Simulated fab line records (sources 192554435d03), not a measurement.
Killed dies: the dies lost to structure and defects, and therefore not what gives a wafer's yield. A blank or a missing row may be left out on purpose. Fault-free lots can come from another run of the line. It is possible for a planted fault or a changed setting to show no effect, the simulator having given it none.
Which of the tools did it? :: flow n5_finfet :: 24 lots with 72 wafers sampled at 3 steps, on a route of 1938 steps

== WHAT THE GAUGES SHOWED, per wafer ==
N5_DUMMY_GATE_OVL_MEAS_16. Usual: GATE_OVL gives 0.0 nm (standard deviation 0.58).
lot: L074
measured: day 2 21:42
on: overlay-01
GATE_OVL (nm): -0.3 -0.4 0.2
flag: 

lot: L075
measured: day 3 05:36
on: overlay-02
GATE_OVL (nm): 0.5 1.0 1.4
flag: 

lot: L076
measured: day 3 11:03
on: overlay-02
GATE_OVL (nm): -1.5 0.2 -0.1
flag: 

lot: L077
measured: day 3 19:22
on: overlay-02
GATE_OVL (nm): 0.2 1.1 1.4
flag: 

lot: L078
measured: day 4 02:38
on: overlay-02
GATE_OVL (nm): -0.5 -1.0 0.4
flag: 

lot: L079
measured: day 4 03:49
on: overlay-01
GATE_OVL (nm): 0.5 0.2 0.7
flag: 

lot: L080
measured: day 4 10:56
on: overlay-02
GATE_OVL (nm): 0.5 0.5 -0.3
flag: 

lot: L081
measured: day 4 18:58
on: overlay-01
GATE_OVL (nm): 0.1 -1.7 -0.8
flag: 

lot: L082
measured: day 4 23:34
on: overlay-02
GATE_OVL (nm): -0.5 -0.7 -0.7
flag: 

lot: L083
measured: day 5 03:08
on: overlay-02
GATE_OVL (nm): 0.1 0.2 0.4
flag: 

lot: L084
measured: day 5 11:35
on: overlay-01
GATE_OVL (nm): 0.4 1.3 0.4
flag: 

lot: L085
measured: day 5 19:25
on: overlay-02
GATE_OVL (nm): 0.1 0.8 1.0
flag: 

lot: L086
measured: day 6 02:17
on: overlay-01
GATE_OVL (nm): -0.9 0.0 -0.9
flag: 

lot: L087
measured: day 6 05:30
on: overlay-02
GATE_OVL (nm): 0.3 -0.1 0.7
flag: 

lot: L088
measured: day 6 12:17
on: overlay-02
GATE_OVL (nm): -0.8 -0.3 -0.1
flag: 

lot: L089
measured: day 6 15:16
on: overlay-02
GATE_OVL (nm): -0.4 0.5 0.2
flag: 

lot: L090
measured: day 7 02:21
on: overlay-02
GATE_OVL (nm): -0.1 -0.5 -0.2
flag: 

lot: L091
measured: day 7 04:50
on: overlay-02
GATE_OVL (nm): -0.3 0.3 -0.5
flag: 

lot: L092
measured: day 7 11:58
on: overlay-01
GATE_OVL (nm): 0.6 -0.8 -0.4
flag: 

lot: L093
measured: day 7 21:47
on: overlay-02
GATE_OVL (nm): -0.3 0.2 0.3
flag: 

lot: L094
measured: day 7 23:14
on: overlay-02
GATE_OVL (nm): -0.2 -0.5 -0.1
flag: 

lot: L095
measured: day 8 06:55
on: overlay-02
GATE_OVL (nm): 0.2 0.3 0.1
flag: 

lot: L096
measured: day 8 13:17
on: overlay-02
GATE_OVL (nm): 0.3 0.0 0.1
flag: 

lot: L097
measured: day 8 18:53
on: overlay-02
GATE_OVL (nm): 0.0 -0.3 0.3
flag: 

== EACH LOT AND THE TOOL THAT RAN IT (in order: tool; ch and the chambers of the sampled wafers; start) ==
lot: L074
N5_STI_FIN_REVEAL_OXIDATION_33: plasma_asher-02 ch 0,1, day 2 12:44
N5_DUMMY_GATE_CMP_04: cmp-01 ch 1,2,3, day 2 17:03

lot: L075
N5_STI_FIN_REVEAL_OXIDATION_33: plasma_asher-02 ch 0,1, day 2 20:38
N5_DUMMY_GATE_CMP_04: cmp-01 ch 0,2, day 3 01:04

lot: L076
N5_STI_FIN_REVEAL_OXIDATION_33: plasma_asher-01 ch 0,1, day 3 00:59
N5_DUMMY_GATE_CMP_04: cmp-01 ch 0,1,2, day 3 06:26

lot: L077
N5_STI_FIN_REVEAL_OXIDATION_33: plasma_asher-02 ch 0,1, day 3 08:45
N5_DUMMY_GATE_CMP_04: cmp-02 ch 1,2,3, day 3 14:47

lot: L078
N5_STI_FIN_REVEAL_OXIDATION_33: plasma_asher-02 ch 0,1, day 3 15:21
N5_DUMMY_GATE_CMP_04: cmp-04 ch 1,3, day 3 22:05

lot: L079
N5_STI_FIN_REVEAL_OXIDATION_33: plasma_asher-01 ch 0,1, day 3 19:01
N5_DUMMY_GATE_CMP_04: cmp-04 ch 1,2,3, day 3 23:18

lot: L080
N5_STI_FIN_REVEAL_OXIDATION_33: plasma_asher-01 ch 0,1, day 4 02:08
N5_DUMMY_GATE_CMP_04: cmp-02 ch 1,2,3, day 4 06:22

lot: L081
N5_STI_FIN_REVEAL_OXIDATION_33: plasma_asher-01 ch 1, day 4 07:20
N5_DUMMY_GATE_CMP_04: cmp-02 ch 0,1,3, day 4 14:16

lot: L082
N5_STI_FIN_REVEAL_OXIDATION_33: plasma_asher-01 ch 0,1, day 4 13:47
N5_DUMMY_GATE_CMP_04: cmp-02 ch 0,1,2, day 4 18:51

lot: L083
N5_STI_FIN_REVEAL_OXIDATION_33: plasma_asher-02 ch 0,1, day 4 18:10
N5_DUMMY_GATE_CMP_04: cmp-01 ch 0,1,3, day 4 22:28

lot: L084
N5_STI_FIN_REVEAL_OXIDATION_33: plasma_asher-02 ch 0,1, day 5 00:58
N5_DUMMY_GATE_CMP_04: cmp-04 ch 1,2,3, day 5 06:54

lot: L085
N5_STI_FIN_REVEAL_OXIDATION_33: plasma_asher-02 ch 0,1, day 5 08:23
N5_DUMMY_GATE_CMP_04: cmp-04 ch 0,1,3, day 5 14:53

lot: L086
N5_STI_FIN_REVEAL_OXIDATION_33: plasma_asher-02 ch 0,1, day 5 16:48
N5_DUMMY_GATE_CMP_04: cmp-04 ch 1,2, day 5 21:40

lot: L087
N5_STI_FIN_REVEAL_OXIDATION_33: plasma_asher-01 ch 0,1, day 5 20:41
N5_DUMMY_GATE_CMP_04: cmp-02 ch 0,2,3, day 6 00:58

lot: L088
N5_STI_FIN_REVEAL_OXIDATION_33: plasma_asher-02 ch 0, day 6 01:26
N5_DUMMY_GATE_CMP_04: cmp-02 ch 0,2, day 6 07:40

lot: L089
N5_STI_FIN_REVEAL_OXIDATION_33: plasma_asher-01 ch 0,1, day 6 06:29
N5_DUMMY_GATE_CMP_04: cmp-04 ch 0,1, day 6 10:43

lot: L090
N5_STI_FIN_REVEAL_OXIDATION_33: plasma_asher-02 ch 0,1, day 6 17:18
N5_DUMMY_GATE_CMP_04: cmp-04 ch 1,2, day 6 21:49

lot: L091
N5_STI_FIN_REVEAL_OXIDATION_33: plasma_asher-01 ch 0,1, day 6 19:58
N5_DUMMY_GATE_CMP_04: cmp-04 ch 1,2,3, day 7 00:19

lot: L092
N5_STI_FIN_REVEAL_OXIDATION_33: plasma_asher-02 ch 0,1, day 7 03:04
N5_DUMMY_GATE_CMP_04: cmp-02 ch 0,1,3, day 7 07:23

lot: L093
N5_STI_FIN_REVEAL_OXIDATION_33: plasma_asher-02 ch 0,1, day 7 10:42
N5_DUMMY_GATE_CMP_04: cmp-04 ch 1,2,3, day 7 15:00

lot: L094
N5_STI_FIN_REVEAL_OXIDATION_33: plasma_asher-02 ch 0,1, day 7 14:26
N5_DUMMY_GATE_CMP_04: cmp-02 ch 0,1,3, day 7 18:39

lot: L095
N5_STI_FIN_REVEAL_OXIDATION_33: plasma_asher-02 ch 0,1, day 7 21:59
N5_DUMMY_GATE_CMP_04: cmp-04 ch 0,1,2, day 8 02:13

lot: L096
N5_STI_FIN_REVEAL_OXIDATION_33: plasma_asher-02 ch 0,1, day 8 04:30
N5_DUMMY_GATE_CMP_04: cmp-02 ch 0,1,2, day 8 08:43

lot: L097
N5_STI_FIN_REVEAL_OXIDATION_33: plasma_asher-02 ch 0,1, day 8 09:57
N5_DUMMY_GATE_CMP_04: cmp-04 ch 2,3, day 8 14:10
- N5_STI_FIN_REVEAL_OXIDATION_33: chemistry O2 PLASMA REMOTE, time 20 s.
- N5_DUMMY_GATE_CMP_04: polishes a-Si.

== WHAT THE TOOLS THEMSELVES READ (means of the sampled wafers that have a number; where no wafer has one, the mark that the record gives instead) ==
N5_STI_FIN_REVEAL_OXIDATION_33. Usual: drypump_motor_current_A 6.01 A, standard deviation 0.29; heater_power_w 143 W, standard deviation 17.
lot: L074
tool: plasma_asher-02
drypump_motor_current_A (A): 6.08
heater_power_w (W): 145
flag: 

lot: L075
tool: plasma_asher-02
drypump_motor_current_A (A): 6.23
heater_power_w (W): 152
flag: 

lot: L076
tool: plasma_asher-01
drypump_motor_current_A (A): 5.72
heater_power_w (W): 133
flag: 

lot: L077
tool: plasma_asher-02
drypump_motor_current_A (A): 6.08
heater_power_w (W): 142
flag: 

lot: L078
tool: plasma_asher-02
drypump_motor_current_A (A): 6.09
heater_power_w (W): 142
flag: 

lot: L079
tool: plasma_asher-01
drypump_motor_current_A (A): 5.67
heater_power_w (W): 133
flag: 

lot: L080
tool: plasma_asher-01
drypump_motor_current_A (A): 5.69
heater_power_w (W): 135
flag: 

lot: L081
tool: plasma_asher-01
drypump_motor_current_A (A): 5.77
heater_power_w (W): 133
flag: 

lot: L082
tool: plasma_asher-01
drypump_motor_current_A (A): 5.73
heater_power_w (W): 133
flag: 

lot: L083
tool: plasma_asher-02
drypump_motor_current_A (A): 6.09
heater_power_w (W): 143
flag: 

lot: L084
tool: plasma_asher-02
drypump_motor_current_A (A): 6.08
heater_power_w (W): 142
flag: 

lot: L085
tool: plasma_asher-02
drypump_motor_current_A (A): 6.24
heater_power_w (W): 157
flag: 

lot: L086
tool: plasma_asher-02
drypump_motor_current_A (A): 6.09
heater_power_w (W): 142
flag: 

lot: L087
tool: plasma_asher-01
drypump_motor_current_A (A): 5.72
heater_power_w (W): 132
flag: 

lot: L088
tool: plasma_asher-02
drypump_motor_current_A (A): 5.91
heater_power_w (W): 128
flag: 

lot: L089
tool: plasma_asher-01
drypump_motor_current_A (A): 5.71
heater_power_w (W): 133
flag: 

lot: L090
tool: plasma_asher-02
drypump_motor_current_A (A): 6.06
heater_power_w (W): 144
flag: 

lot: L091
tool: plasma_asher-01
drypump_motor_current_A (A): 5.69
heater_power_w (W): 132
flag: 

lot: L092
tool: plasma_asher-02
drypump_motor_current_A (A): 6.06
heater_power_w (W): 142
flag: 

lot: L093
tool: plasma_asher-02
drypump_motor_current_A (A): 6.26
heater_power_w (W): 157
flag: 

lot: L094
tool: plasma_asher-02
drypump_motor_current_A (A): 6.11
heater_power_w (W): 142
flag: 

lot: L095
tool: plasma_asher-02
drypump_motor_current_A (A): 6.06
heater_power_w (W): 141
flag: 

lot: L096
tool: plasma_asher-02
drypump_motor_current_A (A): 6.26
heater_power_w (W): 155
flag: 

lot: L097
tool: plasma_asher-02
drypump_motor_current_A (A): 6.08
heater_power_w (W): 141
flag: 

N5_DUMMY_GATE_CMP_04. Usual: edge_zone_pressure_frac 1.000, standard deviation 0.0049; motor_current_A 10.3 A, standard deviation 0.67; slurry_filter_dp_kPa 13.51 kPa, standard deviation 0.13; time_to_endpoint_s 13.3 s, standard deviation 1.8.
lot: L074
tool: cmp-01
edge_zone_pressure_frac: 0.999
motor_current_A (A): 10.4
slurry_filter_dp_kPa (kPa): 13.52
time_to_endpoint_s (s): 14.5
flag: 

lot: L075
tool: cmp-01
edge_zone_pressure_frac: 0.999
motor_current_A (A): 10.8
slurry_filter_dp_kPa (kPa): 13.68
time_to_endpoint_s (s): 13.5
flag: 

lot: L076
tool: cmp-01
edge_zone_pressure_frac: 0.997
motor_current_A (A): 10.6
slurry_filter_dp_kPa (kPa): 13.71
time_to_endpoint_s (s): 13.5
flag: 

lot: L077
tool: cmp-02
edge_zone_pressure_frac: 0.991
motor_current_A (A): 9.5
slurry_filter_dp_kPa (kPa): 13.51
time_to_endpoint_s (s): 10.2
flag: 

lot: L078
tool: cmp-04
edge_zone_pressure_frac: 1.000
motor_current_A (A): 10.5
slurry_filter_dp_kPa (kPa): 13.63
time_to_endpoint_s (s): 12.6
flag: 

lot: L079
tool: cmp-04
edge_zone_pressure_frac: 1.003
motor_current_A (A): 10.5
slurry_filter_dp_kPa (kPa): 13.48
time_to_endpoint_s (s): 13.8
flag: 

lot: L080
tool: cmp-02
edge_zone_pressure_frac: 1.002
motor_current_A (A): 9.6
slurry_filter_dp_kPa (kPa): 13.53
time_to_endpoint_s (s): 13.9
flag: 

lot: L081
tool: cmp-02
edge_zone_pressure_frac: 1.001
motor_current_A (A): 9.9
slurry_filter_dp_kPa (kPa): 13.47
time_to_endpoint_s (s): 13.5
flag: 

lot: L082
tool: cmp-02
edge_zone_pressure_frac: 1.003
motor_current_A (A): 10.5
slurry_filter_dp_kPa (kPa): 13.50
time_to_endpoint_s (s): 13.6
flag: 

lot: L083
tool: cmp-01
edge_zone_pressure_frac: 1.002
motor_current_A (A): 10.5
slurry_filter_dp_kPa (kPa): 13.55
time_to_endpoint_s (s): 15.5
flag: 

lot: L084
tool: cmp-04
edge_zone_pressure_frac: 1.003
motor_current_A (A): 10.4
slurry_filter_dp_kPa (kPa): 13.51
time_to_endpoint_s (s): 15.2
flag: 

lot: L085
tool: cmp-04
edge_zone_pressure_frac: 1.000
motor_current_A (A): 10.2
slurry_filter_dp_kPa (kPa): 13.44
time_to_endpoint_s (s): 13.1
flag: 

lot: L086
tool: cmp-04
edge_zone_pressure_frac: 0.999
motor_current_A (A): 11.2
slurry_filter_dp_kPa (kPa): 13.51
time_to_endpoint_s (s): 11.3
flag: 

lot: L087
tool: cmp-02
edge_zone_pressure_frac: 1.002
motor_current_A (A): 10.2
slurry_filter_dp_kPa (kPa): 13.65
time_to_endpoint_s (s): 12.3
flag: 

lot: L088
tool: cmp-02
edge_zone_pressure_frac: 0.995
motor_current_A (A): 10.5
slurry_filter_dp_kPa (kPa): 13.44
time_to_endpoint_s (s): 11.5
flag: 

lot: L089
tool: cmp-04
edge_zone_pressure_frac: 0.999
motor_current_A (A): 10.4
slurry_filter_dp_kPa (kPa): 13.43
time_to_endpoint_s (s): 12.8
flag: 

lot: L090
tool: cmp-04
edge_zone_pressure_frac: 1.005
motor_current_A (A): 10.8
slurry_filter_dp_kPa (kPa): 13.53
time_to_endpoint_s (s): 15.9
flag: 

lot: L091
tool: cmp-04
edge_zone_pressure_frac: 0.995
motor_current_A (A): 10.5
slurry_filter_dp_kPa (kPa): 13.42
time_to_endpoint_s (s): 13.5
flag: 

lot: L092
tool: cmp-02
edge_zone_pressure_frac: 1.001
motor_current_A (A): 10.0
slurry_filter_dp_kPa (kPa): 13.46
time_to_endpoint_s (s): 15.2
flag: 

lot: L093
tool: cmp-04
edge_zone_pressure_frac: 1.004
motor_current_A (A): 10.7
slurry_filter_dp_kPa (kPa): 13.52
time_to_endpoint_s (s): 12.6
flag: 

lot: L094
tool: cmp-02
edge_zone_pressure_frac: 1.001
motor_current_A (A): 10.0
slurry_filter_dp_kPa (kPa): 13.65
time_to_endpoint_s (s): 13.6
flag: 

lot: L095
tool: cmp-04
edge_zone_pressure_frac: 0.999
motor_current_A (A): 10.7
slurry_filter_dp_kPa (kPa): 13.49
time_to_endpoint_s (s): 12.5
flag: 

lot: L096
tool: cmp-02
edge_zone_pressure_frac: 1.003
motor_current_A (A): 10.3
slurry_filter_dp_kPa (kPa): 13.53
time_to_endpoint_s (s): 14.0
flag: 

lot: L097
tool: cmp-04
edge_zone_pressure_frac: 0.997
motor_current_A (A): 10.4
slurry_filter_dp_kPa (kPa): 13.41
time_to_endpoint_s (s): 10.2
flag: 

== THE ANSWER, worked out from the rows above alone ==
Rule: a lot is off if the mean of its wafers that have a number lies more than 3 standard deviations from the usual mean. Also off: a lot with no number at a reading for which 4 or more lots have one. Any other lot the step has rows for is counted as sound. First the gauges in route order, then the tools' own readings, where a lot's mean is used as printed above. At the first step where some lot is off, the reading lying furthest off is the one used; lots without a number count as furthest.
No lot is off on any of the readings shown, so nothing can be concluded from this.

== WHAT WAS PUT IN BY THE SIMULATOR ==
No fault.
